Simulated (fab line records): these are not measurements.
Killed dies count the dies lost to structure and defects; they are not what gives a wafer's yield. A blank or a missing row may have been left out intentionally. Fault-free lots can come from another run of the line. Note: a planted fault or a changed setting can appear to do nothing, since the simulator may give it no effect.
fab line records || flow n5-finfet || part 2 of 2: steps 24 to 32 of 32
[record] {"lots": 5, "wafers": 15, "last-day": 18}
route steps=1938 shown BEOL_M10@1512 BEOL_M11@1536
lots untouched by any fault: they come from a run of this same line in which no faults occurred
start-h: hours from the record's first day to the start of the lot's first wafer shown || wait-h: how many hours have passed since the lot's step before this one || " the same as in the row above || L1.1+2: a row that stands for several wafers || - no value present, or no start provided || * or withheld: withheld || < > ~ a bound
route shown NAME@n: NAME is a module with steps in the file, n the number in the route of the first one || usual: average and standard deviation across the fault-free wafers || same: alike in all rows || chamber/n: place in a boat || sites: per-site readings || _std_site: the standard deviation of these || _edge_site: outer sites' mean less inner sites' || radius-mm: how far each site lies from the wafer's centre || mask NAME#n: copy n || behind: the most recent tool/chamber to have shaped the wafer || hold: what put the lot on hold/how long, in hours/how the hold closed || device: the transistor (n, p or np) that didn't switch || end of line: the route-end tests of the same wafers || for a step that has no rows: nothing shown but its recipe || killed: count of dies lost to structure and defects at first sort (not the wafer's yield) || map: a wafer's dies, marking killed ones x, the rest . and places with no die _
set.NAME: setting as actually run; set.NAME@STEP: the setting as run at that earlier step || model.NAME: the simulator's own value behind a step, which no gauge read
lots seen at some steps along the route; tables by step, rows by wafer
services: when a tool's chamber went out of use (start-h, in hours from the record's first day, below 0 if earlier), for how many hours, and the reason
[[steps]]
[step N5_BEOL_M10_INSPECT_58]
[recipe] {"inspect-instrument": "darkfield", "mode": "post-dep"}
[usual] {"raw-defect-count": "66/21"}
{"lot.wafer": "L074.2", "tool": "defect-inspect-02", "chamber": "-", "start-h": 223.15, "wait-h": 0.0, "raw-defect-count": 37}
{"lot.wafer": "L074.3", "tool": "defect-inspect-02", "chamber": "-", "start-h": 223.15, "wait-h": 0.0, "raw-defect-count": 36}
{"lot.wafer": "L074.4", "tool": "defect-inspect-02", "chamber": "-", "start-h": 223.15, "wait-h": 0.0, "raw-defect-count": 56}
{"lot.wafer": "L078.2", "tool": "defect-inspect-02", "chamber": "-", "start-h": 242.44, "wait-h": 0.0, "raw-defect-count": 68}
{"lot.wafer": "L078.4", "tool": "defect-inspect-02", "chamber": "-", "start-h": 242.44, "wait-h": 0.0, "raw-defect-count": 34}
{"lot.wafer": "L078.6", "tool": "defect-inspect-02", "chamber": "-", "start-h": 242.44, "wait-h": 0.0, "raw-defect-count": 36}
{"lot.wafer": "L085.2", "tool": "defect-inspect-02", "chamber": "-", "start-h": 307.56, "wait-h": 0.0, "raw-defect-count": 58}
{"lot.wafer": "L085.4", "tool": "defect-inspect-02", "chamber": "-", "start-h": 307.56, "wait-h": 0.0, "raw-defect-count": 41}
{"lot.wafer": "L085.5", "tool": "defect-inspect-02", "chamber": "-", "start-h": 307.56, "wait-h": 0.0, "raw-defect-count": 48}
{"lot.wafer": "L095.2", "tool": "defect-inspect-01", "chamber": "-", "start-h": 370.06, "wait-h": 0.0, "raw-defect-count": 55}
{"lot.wafer": "L095.3", "tool": "defect-inspect-01", "chamber": "-", "start-h": 370.06, "wait-h": 0.0, "raw-defect-count": 62}
{"lot.wafer": "L095.5", "tool": "defect-inspect-01", "chamber": "-", "start-h": 370.06, "wait-h": 0.0, "raw-defect-count": 82}
{"lot.wafer": "L096.1", "tool": "defect-inspect-02", "chamber": "-", "start-h": 376.03, "wait-h": 0.0, "raw-defect-count": 50}
{"lot.wafer": "L096.5", "tool": "defect-inspect-02", "chamber": "-", "start-h": 376.03, "wait-h": 0.0, "raw-defect-count": 47}
{"lot.wafer": "L096.6", "tool": "defect-inspect-02", "chamber": "-", "start-h": 376.03, "wait-h": 0.0, "raw-defect-count": 55}
[step N5_BEOL_M11_ILD_DEP_00]
[recipe] {"material": "SiCOH_lowk", "target-thk-a": 3085.1, "temp-c": 300, "precursor": "DEMS/porogen", "pressure-torr": 5, "rf-w": 500, "time-s": 58}
[usual] {"heater-power-w": "319/63", "showerhead-plenum-p-Torr": "5.740/0.014", "throttle-valve-pct": "14.0/0.79"}
{"lot.wafer": "L074.2", "tool": "pecvd-02", "chamber": 2, "start-h": 223.18, "wait-h": 0.0, "heater-power-w": 254, "showerhead-plenum-p-Torr": 5.746, "throttle-valve-pct": 12.9}
{"lot.wafer": "L074.3", "tool": "pecvd-02", "chamber": 0, "start-h": 223.18, "wait-h": 0.0, "heater-power-w": 369, "showerhead-plenum-p-Torr": 5.734, "throttle-valve-pct": 14.7}
{"lot.wafer": "L074.4", "tool": "pecvd-02", "chamber": 0, "start-h": 223.18, "wait-h": 0.0, "heater-power-w": 379, "showerhead-plenum-p-Torr": 5.733, "throttle-valve-pct": 14.8}
{"lot.wafer": "L078.2", "tool": "pecvd-03", "chamber": 0, "start-h": 242.48, "wait-h": 0.0, "heater-power-w": 462, "showerhead-plenum-p-Torr": 5.720, "throttle-valve-pct": 14.5}
{"lot.wafer": "L078.4", "tool": "pecvd-03", "chamber": 1, "start-h": 242.48, "wait-h": 0.0, "heater-power-w": 378, "showerhead-plenum-p-Torr": 5.767, "throttle-valve-pct": 14.1}
{"lot.wafer": "L078.6", "tool": "pecvd-03", "chamber": 0, "start-h": 242.48, "wait-h": 0.0, "heater-power-w": 479, "showerhead-plenum-p-Torr": 5.726, "throttle-valve-pct": 14.3}
{"lot.wafer": "L085.2", "tool": "pecvd-03", "chamber": 1, "start-h": 307.60, "wait-h": 0.0, "heater-power-w": 369, "showerhead-plenum-p-Torr": 5.751, "throttle-valve-pct": 14.3}
{"lot.wafer": "L085.4", "tool": "pecvd-03", "chamber": 1, "start-h": 307.60, "wait-h": 0.0, "heater-power-w": 369, "showerhead-plenum-p-Torr": 5.765, "throttle-valve-pct": 14.4}
{"lot.wafer": "L085.5", "tool": "pecvd-03", "chamber": 2, "start-h": 307.60, "wait-h": 0.0, "heater-power-w": 285, "showerhead-plenum-p-Torr": 5.733, "throttle-valve-pct": 13.9}
{"lot.wafer": "L095.2", "tool": "pecvd-03", "chamber": 1, "start-h": 370.10, "wait-h": 0.0, "heater-power-w": 340, "showerhead-plenum-p-Torr": 5.775, "throttle-valve-pct": 14.3}
{"lot.wafer": "L095.3", "tool": "pecvd-03", "chamber": 2, "start-h": 370.10, "wait-h": 0.0, "heater-power-w": 276, "showerhead-plenum-p-Torr": 5.725, "throttle-valve-pct": 14.0}
{"lot.wafer": "L095.5", "tool": "pecvd-03", "chamber": 0, "start-h": 370.10, "wait-h": 0.0, "heater-power-w": 463, "showerhead-plenum-p-Torr": 5.723, "throttle-valve-pct": 14.2}
{"lot.wafer": "L096.1", "tool": "pecvd-02", "chamber": 0, "start-h": 376.07, "wait-h": 0.0, "heater-power-w": 349, "showerhead-plenum-p-Torr": 5.745, "throttle-valve-pct": 14.9}
{"lot.wafer": "L096.5", "tool": "pecvd-02", "chamber": 2, "start-h": 376.07, "wait-h": 0.0, "heater-power-w": 257, "showerhead-plenum-p-Torr": 5.740, "throttle-valve-pct": 13.2}
{"lot.wafer": "L096.6", "tool": "pecvd-02", "chamber": 1, "start-h": 376.07, "wait-h": 0.0, "heater-power-w": 298, "showerhead-plenum-p-Torr": 5.738, "throttle-valve-pct": 14.5}
[step N5_BEOL_M11_CURE_71]
[recipe] {"temp-c": 385, "time-s": 240, "ambient": "He/Ar", "material": "SiCOH_lowk"}
[usual] {"lamp-power-pct": "52.31/0.061", "wafer_temp_C_max": "386.8/0.7"}
{"lot.wafer": "L074.2", "tool": "uv-cure-03", "chamber": 2, "start-h": 223.34, "wait-h": 0.1, "lamp-power-pct": 52.24, "wafer_temp_C_max": 386.2}
{"lot.wafer": "L074.3", "tool": "uv-cure-03", "chamber": 2, "start-h": 223.34, "wait-h": 0.1, "lamp-power-pct": 52.23, "wafer_temp_C_max": 386.4}
{"lot.wafer": "L074.4", "tool": "uv-cure-03", "chamber": 2, "start-h": 223.34, "wait-h": 0.1, "lamp-power-pct": 52.27, "wafer_temp_C_max": 385.9}
{"lot.wafer": "L078.2", "tool": "uv-cure-02", "chamber": 1, "start-h": 242.72, "wait-h": 0.2, "lamp-power-pct": 52.34, "wafer_temp_C_max": 386.6}
{"lot.wafer": "L078.4", "tool": "uv-cure-02", "chamber": 1, "start-h": 242.72, "wait-h": 0.2, "lamp-power-pct": 52.33, "wafer_temp_C_max": 386.7}
{"lot.wafer": "L078.6", "tool": "uv-cure-02", "chamber": 1, "start-h": 242.72, "wait-h": 0.2, "lamp-power-pct": 52.29, "wafer_temp_C_max": 386.7}
{"lot.wafer": "L085.2", "tool": "uv-cure-01", "chamber": 1, "start-h": 307.77, "wait-h": 0.1, "lamp-power-pct": 52.31, "wafer_temp_C_max": 386.7}
{"lot.wafer": "L085.4", "tool": "uv-cure-01", "chamber": 1, "start-h": 307.77, "wait-h": 0.1, "lamp-power-pct": 52.32, "wafer_temp_C_max": 386.1}
{"lot.wafer": "L085.5", "tool": "uv-cure-01", "chamber": 1, "start-h": 307.77, "wait-h": 0.1, "lamp-power-pct": 52.31, "wafer_temp_C_max": 386.4}
{"lot.wafer": "L095.2", "tool": "uv-cure-02", "chamber": 1, "start-h": 370.26, "wait-h": 0.1, "lamp-power-pct": 52.40, "wafer_temp_C_max": 386.9}
{"lot.wafer": "L095.3", "tool": "uv-cure-02", "chamber": 1, "start-h": 370.26, "wait-h": 0.1, "lamp-power-pct": 52.33, "wafer_temp_C_max": 386.8}
{"lot.wafer": "L095.5", "tool": "uv-cure-02", "chamber": 1, "start-h": 370.26, "wait-h": 0.1, "lamp-power-pct": 52.28, "wafer_temp_C_max": 386.6}
{"lot.wafer": "L096.1", "tool": "uv-cure-01", "chamber": 2, "start-h": 376.21, "wait-h": 0.1, "lamp-power-pct": 52.35, "wafer_temp_C_max": 387.5}
{"lot.wafer": "L096.5", "tool": "uv-cure-01", "chamber": 2, "start-h": 376.21, "wait-h": 0.1, "lamp-power-pct": 52.46, "wafer_temp_C_max": 387.0}
{"lot.wafer": "L096.6", "tool": "uv-cure-01", "chamber": 2, "start-h": 376.21, "wait-h": 0.1, "lamp-power-pct": 52.30, "wafer_temp_C_max": 387.7}
[step N5_BEOL_M11_THK_MEAS_01]
[recipe] {"reads": "SiCOH_lowk_of_BEOL_M11_ILD_DEP_00"}
[usual] {"M11_ILD_THK": "267/3.9"}
{"lot.wafer": "L074.2", "tool": "film-metro-01", "chamber": "-", "start-h": 223.78, "wait-h": 0.4, "M11_ILD_THK[nm]": 266}
{"lot.wafer": "L074.3", "tool": "film-metro-01", "chamber": "-", "start-h": 223.78, "wait-h": 0.4, "M11_ILD_THK[nm]": 258}
{"lot.wafer": "L074.4", "tool": "film-metro-01", "chamber": "-", "start-h": 223.78, "wait-h": 0.4, "M11_ILD_THK[nm]": 263}
{"lot.wafer": "L078.2", "tool": "film-metro-02", "chamber": "-", "start-h": 243.15, "wait-h": 0.4, "M11_ILD_THK[nm]": 263}
{"lot.wafer": "L078.4", "tool": "film-metro-02", "chamber": "-", "start-h": 243.15, "wait-h": 0.4, "M11_ILD_THK[nm]": 267}
{"lot.wafer": "L078.6", "tool": "film-metro-02", "chamber": "-", "start-h": 243.15, "wait-h": 0.4, "M11_ILD_THK[nm]": 270}
{"lot.wafer": "L085.2", "tool": "film-metro-01", "chamber": "-", "start-h": 308.20, "wait-h": 0.4, "M11_ILD_THK[nm]": 267}
{"lot.wafer": "L085.4", "tool": "film-metro-01", "chamber": "-", "start-h": 308.20, "wait-h": 0.4, "M11_ILD_THK[nm]": 271}
{"lot.wafer": "L085.5", "tool": "film-metro-01", "chamber": "-", "start-h": 308.20, "wait-h": 0.4, "M11_ILD_THK[nm]": 275}
{"lot.wafer": "L095.2", "tool": "film-metro-02", "chamber": "-", "start-h": 370.69, "wait-h": 0.4, "M11_ILD_THK[nm]": 270}
{"lot.wafer": "L095.3", "tool": "film-metro-02", "chamber": "-", "start-h": 370.69, "wait-h": 0.4, "M11_ILD_THK[nm]": 272}
{"lot.wafer": "L095.5", "tool": "film-metro-02", "chamber": "-", "start-h": 370.69, "wait-h": 0.4, "M11_ILD_THK[nm]": 271}
{"lot.wafer": "L096.1", "tool": "film-metro-02", "chamber": "-", "start-h": 376.73, "wait-h": 0.4, "M11_ILD_THK[nm]": 269}
{"lot.wafer": "L096.5", "tool": "film-metro-02", "chamber": "-", "start-h": 376.73, "wait-h": 0.4, "M11_ILD_THK[nm]": 273}
{"lot.wafer": "L096.6", "tool": "film-metro-02", "chamber": "-", "start-h": 376.73, "wait-h": 0.4, "M11_ILD_THK[nm]": 268}
[step N5_BEOL_M11_PECVD_70]
[recipe] {"material": "SiO2", "target-thk-a": 200, "temp-c": 400, "precursor": "TEOS/O2", "pressure-torr": 5.5, "rf-w": 450, "teos-flow-sccm": 53.8, "gas": "O2", "flow-sccm": 3000, "time-s": 22.7}
[usual] {"heater-power-w": "756/130", "showerhead-plenum-p-Torr": "8.79/0.055", "throttle-valve-pct": "22.6/1.2"}
{"lot.wafer": "L074.2", "tool": "pecvd-01", "chamber": 1, "start-h": 223.81, "wait-h": 0.0, "heater-power-w": 635, "showerhead-plenum-p-Torr": 8.85, "throttle-valve-pct": 24.0}
{"lot.wafer": "L074.3", "tool": "pecvd-01", "chamber": 2, "start-h": 223.81, "wait-h": 0.0, "heater-power-w": 701, "showerhead-plenum-p-Torr": 8.84, "throttle-valve-pct": 20.2}
{"lot.wafer": "L074.4", "tool": "pecvd-01", "chamber": 1, "start-h": 223.81, "wait-h": 0.0, "heater-power-w": 619, "showerhead-plenum-p-Torr": 8.84, "throttle-valve-pct": 23.9}
{"lot.wafer": "L078.2", "tool": "pecvd-01", "chamber": 2, "start-h": 243.19, "wait-h": 0.0, "heater-power-w": 747, "showerhead-plenum-p-Torr": 8.83, "throttle-valve-pct": 20.0}
{"lot.wafer": "L078.4", "tool": "pecvd-01", "chamber": 0, "start-h": 243.19, "wait-h": 0.0, "heater-power-w": 585, "showerhead-plenum-p-Torr": 8.73, "throttle-valve-pct": 21.4}
{"lot.wafer": "L078.6", "tool": "pecvd-01", "chamber": 1, "start-h": 243.19, "wait-h": 0.0, "heater-power-w": 557, "showerhead-plenum-p-Torr": 8.81, "throttle-valve-pct": 23.7}
{"lot.wafer": "L085.2", "tool": "pecvd-01", "chamber": 0, "start-h": 308.24, "wait-h": 0.0, "heater-power-w": 681, "showerhead-plenum-p-Torr": 8.72, "throttle-valve-pct": 21.3}
{"lot.wafer": "L085.4", "tool": "pecvd-01", "chamber": 1, "start-h": 308.24, "wait-h": 0.0, "heater-power-w": 609, "showerhead-plenum-p-Torr": 8.84, "throttle-valve-pct": 23.9}
{"lot.wafer": "L085.5", "tool": "pecvd-01", "chamber": 2, "start-h": 308.24, "wait-h": 0.0, "heater-power-w": 671, "showerhead-plenum-p-Torr": 8.84, "throttle-valve-pct": 20.0}
{"lot.wafer": "L095.2", "tool": "pecvd-03", "chamber": 0, "start-h": 370.73, "wait-h": 0.0, "heater-power-w": 969, "showerhead-plenum-p-Torr": 8.77, "throttle-valve-pct": 23.3}
{"lot.wafer": "L095.3", "tool": "pecvd-03", "chamber": 2, "start-h": 370.73, "wait-h": 0.0, "heater-power-w": 691, "showerhead-plenum-p-Torr": 8.75, "throttle-valve-pct": 23.2}
{"lot.wafer": "L095.5", "tool": "pecvd-03", "chamber": 0, "start-h": 370.73, "wait-h": 0.0, "heater-power-w": 952, "showerhead-plenum-p-Torr": 8.75, "throttle-valve-pct": 23.2}
{"lot.wafer": "L096.1", "tool": "pecvd-01", "chamber": 0, "start-h": 376.76, "wait-h": 0.0, "heater-power-w": 728, "showerhead-plenum-p-Torr": 8.74, "throttle-valve-pct": 21.6}
{"lot.wafer": "L096.5", "tool": "pecvd-01", "chamber": 2, "start-h": 376.76, "wait-h": 0.0, "heater-power-w": 686, "showerhead-plenum-p-Torr": 8.84, "throttle-valve-pct": 20.0}
{"lot.wafer": "L096.6", "tool": "pecvd-01", "chamber": 0, "start-h": 376.76, "wait-h": 0.0, "heater-power-w": 746, "showerhead-plenum-p-Torr": 8.72, "throttle-valve-pct": 21.3}
[step N5_BEOL_M11_HM_DEP_02]
[recipe] {"material": "TiN", "target-thk-a": 200, "temp-c": 25, "chamber-pressure-pa": 0.49996}
[usual] {"throttle-valve-pct": "29.9/0.93"}
{"lot.wafer": "L074.2", "tool": "pvd-sputter-01", "chamber": "-", "start-h": 224.75, "wait-h": 0.9, "throttle-valve-pct": 31.1}
{"lot.wafer": "L074.3", "tool": "pvd-sputter-01", "chamber": "-", "start-h": 224.75, "wait-h": 0.9, "throttle-valve-pct": 29.8}
{"lot.wafer": "L074.4", "tool": "pvd-sputter-01", "chamber": "-", "start-h": 224.75, "wait-h": 0.9, "throttle-valve-pct": 29.9}
{"lot.wafer": "L078.2", "tool": "pvd-sputter-03", "chamber": "-", "start-h": 243.35, "wait-h": 0.1, "throttle-valve-pct": 28.8}
{"lot.wafer": "L078.4", "tool": "pvd-sputter-03", "chamber": "-", "start-h": 243.35, "wait-h": 0.1, "throttle-valve-pct": 29.7}
{"lot.wafer": "L078.6", "tool": "pvd-sputter-03", "chamber": "-", "start-h": 243.35, "wait-h": 0.1, "throttle-valve-pct": 28.4}
{"lot.wafer": "L085.2", "tool": "pvd-sputter-02", "chamber": "-", "start-h": 309.59, "wait-h": 1.3, "throttle-valve-pct": 29.8}
{"lot.wafer": "L085.4", "tool": "pvd-sputter-02", "chamber": "-", "start-h": 309.59, "wait-h": 1.3, "throttle-valve-pct": 31.2}
{"lot.wafer": "L085.5", "tool": "pvd-sputter-02", "chamber": "-", "start-h": 309.59, "wait-h": 1.3, "throttle-valve-pct": 29.8}
{"lot.wafer": "L095.2", "tool": "pvd-sputter-01", "chamber": "-", "start-h": 372.19, "wait-h": 1.4, "throttle-valve-pct": 29.6}
{"lot.wafer": "L095.3", "tool": "pvd-sputter-01", "chamber": "-", "start-h": 372.19, "wait-h": 1.4, "throttle-valve-pct": 31.0}
{"lot.wafer": "L095.5", "tool": "pvd-sputter-01", "chamber": "-", "start-h": 372.19, "wait-h": 1.4, "throttle-valve-pct": 29.8}
{"lot.wafer": "L096.1", "tool": "pvd-sputter-02", "chamber": "-", "start-h": 378.34, "wait-h": 1.6, "throttle-valve-pct": 29.6}
{"lot.wafer": "L096.5", "tool": "pvd-sputter-02", "chamber": "-", "start-h": 378.34, "wait-h": 1.6, "throttle-valve-pct": 31.5}
{"lot.wafer": "L096.6", "tool": "pvd-sputter-02", "chamber": "-", "start-h": 378.34, "wait-h": 1.6, "throttle-valve-pct": 29.7}
[step N5_BEOL_M11_COAT_59]
[recipe] {"resist": "SOC", "temp-c": 250, "time-s": 60, "spin-rpm": 1500, "resist-thk-nm": 100}
[usual] {"chill-plate-temp-C": "23.00/0.11"}
{"lot.wafer": "L074.2", "tool": "litho-track-05", "chamber": 0, "start-h": 224.87, "wait-h": 0.1, "chill-plate-temp-C": 22.92}
{"lot.wafer": "L074.3", "tool": "litho-track-05", "chamber": 0, "start-h": 224.87, "wait-h": 0.1, "chill-plate-temp-C": 22.78}
{"lot.wafer": "L074.4", "tool": "litho-track-05", "chamber": 0, "start-h": 224.87, "wait-h": 0.1, "chill-plate-temp-C": 22.86}
{"lot.wafer": "L078.2", "tool": "litho-track-05", "chamber": 0, "start-h": 243.49, "wait-h": 0.1, "chill-plate-temp-C": 23.04}
{"lot.wafer": "L078.4", "tool": "litho-track-05", "chamber": 0, "start-h": 243.49, "wait-h": 0.1, "chill-plate-temp-C": 22.98}
{"lot.wafer": "L078.6", "tool": "litho-track-05", "chamber": 0, "start-h": 243.49, "wait-h": 0.1, "chill-plate-temp-C": 22.96}
{"lot.wafer": "L085.2", "tool": "litho-track-05", "chamber": 0, "start-h": 309.72, "wait-h": 0.1, "chill-plate-temp-C": 23.00}
{"lot.wafer": "L085.4", "tool": "litho-track-05", "chamber": 0, "start-h": 309.72, "wait-h": 0.1, "chill-plate-temp-C": 22.95}
{"lot.wafer": "L085.5", "tool": "litho-track-05", "chamber": 0, "start-h": 309.72, "wait-h": 0.1, "chill-plate-temp-C": 23.09}
{"lot.wafer": "L095.2", "tool": "litho-track-02", "chamber": 0, "start-h": 372.33, "wait-h": 0.1, "chill-plate-temp-C": 22.89}
{"lot.wafer": "L095.3", "tool": "litho-track-02", "chamber": 0, "start-h": 372.33, "wait-h": 0.1, "chill-plate-temp-C": 22.97}
{"lot.wafer": "L095.5", "tool": "litho-track-02", "chamber": 0, "start-h": 372.33, "wait-h": 0.1, "chill-plate-temp-C": 23.01}
{"lot.wafer": "L096.1", "tool": "litho-track-04", "chamber": 0, "start-h": 378.47, "wait-h": 0.1, "chill-plate-temp-C": 22.88}
{"lot.wafer": "L096.5", "tool": "litho-track-04", "chamber": 0, "start-h": 378.47, "wait-h": 0.1, "chill-plate-temp-C": 23.06}
{"lot.wafer": "L096.6", "tool": "litho-track-04", "chamber": 0, "start-h": 378.47, "wait-h": 0.1, "chill-plate-temp-C": 23.12}
[step N5_BEOL_M11_COAT_60]
[recipe] {"resist": "SiARC", "temp-c": 220, "time-s": 60, "spin-rpm": 1500, "resist-thk-nm": 30}
[usual] {"chill-plate-temp-C": "22.98/0.11"}
{"lot.wafer": "L074.2", "tool": "litho-track-05", "chamber": 0, "start-h": "-", "wait-h": "-", "chill-plate-temp-C": 23.09}
{"lot.wafer": "L074.3", "tool": "litho-track-05", "chamber": 0, "start-h": "-", "wait-h": "-", "chill-plate-temp-C": 23.01}
{"lot.wafer": "L074.4", "tool": "litho-track-05", "chamber": 0, "start-h": "-", "wait-h": "-", "chill-plate-temp-C": 23.11}
{"lot.wafer": "L078.2", "tool": "litho-track-05", "chamber": 0, "start-h": "-", "wait-h": "-", "chill-plate-temp-C": 23.10}
{"lot.wafer": "L078.4", "tool": "litho-track-05", "chamber": 0, "start-h": "-", "wait-h": "-", "chill-plate-temp-C": 22.94}
{"lot.wafer": "L078.6", "tool": "litho-track-05", "chamber": 0, "start-h": "-", "wait-h": "-", "chill-plate-temp-C": 22.93}
{"lot.wafer": "L085.2", "tool": "litho-track-05", "chamber": 0, "start-h": "-", "wait-h": "-", "chill-plate-temp-C": 23.07}
{"lot.wafer": "L085.4", "tool": "litho-track-05", "chamber": 0, "start-h": "-", "wait-h": "-", "chill-plate-temp-C": 23.19}
{"lot.wafer": "L085.5", "tool": "litho-track-05", "chamber": 0, "start-h": "-", "wait-h": "-", "chill-plate-temp-C": 23.07}
{"lot.wafer": "L095.2", "tool": "litho-track-02", "chamber": 0, "start-h": "-", "wait-h": "-", "chill-plate-temp-C": 23.05}
{"lot.wafer": "L095.3", "tool": "litho-track-02", "chamber": 0, "start-h": "-", "wait-h": "-", "chill-plate-temp-C": 23.01}
{"lot.wafer": "L095.5", "tool": "litho-track-02", "chamber": 0, "start-h": "-", "wait-h": "-", "chill-plate-temp-C": 22.95}
{"lot.wafer": "L096.1", "tool": "litho-track-04", "chamber": 0, "start-h": "-", "wait-h": "-", "chill-plate-temp-C": 23.14}
{"lot.wafer": "L096.5", "tool": "litho-track-04", "chamber": 0, "start-h": "-", "wait-h": "-", "chill-plate-temp-C": 23.25}
{"lot.wafer": "L096.6", "tool": "litho-track-04", "chamber": 0, "start-h": "-", "wait-h": "-", "chill-plate-temp-C": 23.24}
[step N5_BEOL_M11_COAT_05]
[recipe] {"resist": "CAR-ArF", "spin-rpm": 1500, "resist-thk-nm": 90}
[usual] {"chill-plate-temp-C": "22.99/0.11"}
{"lot.wafer": "L074.2", "tool": "litho-track-05", "chamber": 0, "start-h": "-", "wait-h": "-", "chill-plate-temp-C": 22.74}
{"lot.wafer": "L074.3", "tool": "litho-track-05", "chamber": 0, "start-h": "-", "wait-h": "-", "chill-plate-temp-C": 22.82}
{"lot.wafer": "L074.4", "tool": "litho-track-05", "chamber": 0, "start-h": "-", "wait-h": "-", "chill-plate-temp-C": 22.79}
{"lot.wafer": "L078.2", "tool": "litho-track-05", "chamber": 0, "start-h": "-", "wait-h": "-", "chill-plate-temp-C": 23.04}
{"lot.wafer": "L078.4", "tool": "litho-track-05", "chamber": 0, "start-h": "-", "wait-h": "-", "chill-plate-temp-C": 23.04}
{"lot.wafer": "L078.6", "tool": "litho-track-05", "chamber": 0, "start-h": "-", "wait-h": "-", "chill-plate-temp-C": 23.22}
{"lot.wafer": "L085.2", "tool": "litho-track-05", "chamber": 0, "start-h": "-", "wait-h": "-", "chill-plate-temp-C": 22.99}
{"lot.wafer": "L085.4", "tool": "litho-track-05", "chamber": 0, "start-h": "-", "wait-h": "-", "chill-plate-temp-C": 22.97}
{"lot.wafer": "L085.5", "tool": "litho-track-05", "chamber": 0, "start-h": "-", "wait-h": "-", "chill-plate-temp-C": 22.93}
{"lot.wafer": "L095.2", "tool": "litho-track-02", "chamber": 0, "start-h": "-", "wait-h": "-", "chill-plate-temp-C": 22.96}
{"lot.wafer": "L095.3", "tool": "litho-track-02", "chamber": 0, "start-h": "-", "wait-h": "-", "chill-plate-temp-C": 23.05}
{"lot.wafer": "L095.5", "tool": "litho-track-02", "chamber": 0, "start-h": "-", "wait-h": "-", "chill-plate-temp-C": 23.06}
{"lot.wafer": "L096.1", "tool": "litho-track-04", "chamber": 0, "start-h": "-", "wait-h": "-", "chill-plate-temp-C": 23.10}
{"lot.wafer": "L096.5", "tool": "litho-track-04", "chamber": 0, "start-h": "-", "wait-h": "-", "chill-plate-temp-C": 22.91}
{"lot.wafer": "L096.6", "tool": "litho-track-04", "chamber": 0, "start-h": "-", "wait-h": "-", "chill-plate-temp-C": 23.14}
[[services]]
{"tool": "uv-cure-01", "chamber": "-", "start-h": 205.79, "hours": 7.5, "kind": "pm"}
{"tool": "pecvd-03", "chamber": "-", "start-h": 209.60, "hours": 1.2, "kind": "repair"}
{"tool": "cmp-02", "chamber": "-", "start-h": 225.93, "hours": 1.8, "kind": "repair"}
{"tool": "cmp-02", "chamber": "-", "start-h": 229.14, "hours": 4.0, "kind": "pm"}
{"tool": "rie-diel-01", "chamber": 3, "start-h": 233.35, "hours": 4.4, "kind": "repair"}
{"tool": "pecvd-03", "chamber": 2, "start-h": 237.88, "hours": 5.4, "kind": "repair"}
{"tool": "rie-diel-05", "chamber": 2, "start-h": 248.24, "hours": 5.7, "kind": "repair"}
{"tool": "rtp-anneal-01", "chamber": "-", "start-h": 250.65, "hours": 1.2, "kind": "pm"}
{"tool": "rie-diel-03", "chamber": 1, "start-h": 260.43, "hours": 9.6, "kind": "repair"}
{"tool": "rie-diel-03", "chamber": 3, "start-h": 273.20, "hours": 6.0, "kind": "repair"}
{"tool": "cmp-02", "chamber": "-", "start-h": 275.01, "hours": 1.8, "kind": "repair"}
{"tool": "rie-diel-05", "chamber": "-", "start-h": 280.28, "hours": 28.1, "kind": "pm"}
{"tool": "cmp-02", "chamber": "-", "start-h": 294.31, "hours": 4.3, "kind": "repair"}
{"tool": "cvd-co-01", "chamber": "-", "start-h": 305.44, "hours": 6.9, "kind": "pm"}
{"tool": "pecvd-03", "chamber": 2, "start-h": 309.52, "hours": 7.6, "kind": "repair"}
{"tool": "uv-cure-01", "chamber": "-", "start-h": 315.48, "hours": 1.0, "kind": "pm"}
{"tool": "rie-diel-03", "chamber": 1, "start-h": 316.51, "hours": 4.1, "kind": "repair"}
{"tool": "pvd-sputter-03", "chamber": "-", "start-h": 316.53, "hours": 4.6, "kind": "repair"}
{"tool": "pecvd-01", "chamber": 1, "start-h": 319.44, "hours": 7.1, "kind": "repair"}
{"tool": "uv-cure-01", "chamber": "-", "start-h": 331.95, "hours": 24.9, "kind": "pm"}
{"tool": "rie-diel-03", "chamber": 2, "start-h": 343.20, "hours": 4.2, "kind": "repair"}
{"tool": "ecd-cu-01", "chamber": "-", "start-h": 343.24, "hours": 1.4, "kind": "repair"}
{"tool": "cvd-co-01", "chamber": "-", "start-h": 352.66, "hours": 2.8, "kind": "pm"}
{"tool": "pvd-sputter-02", "chamber": "-", "start-h": 361.06, "hours": 3.8, "kind": "repair"}
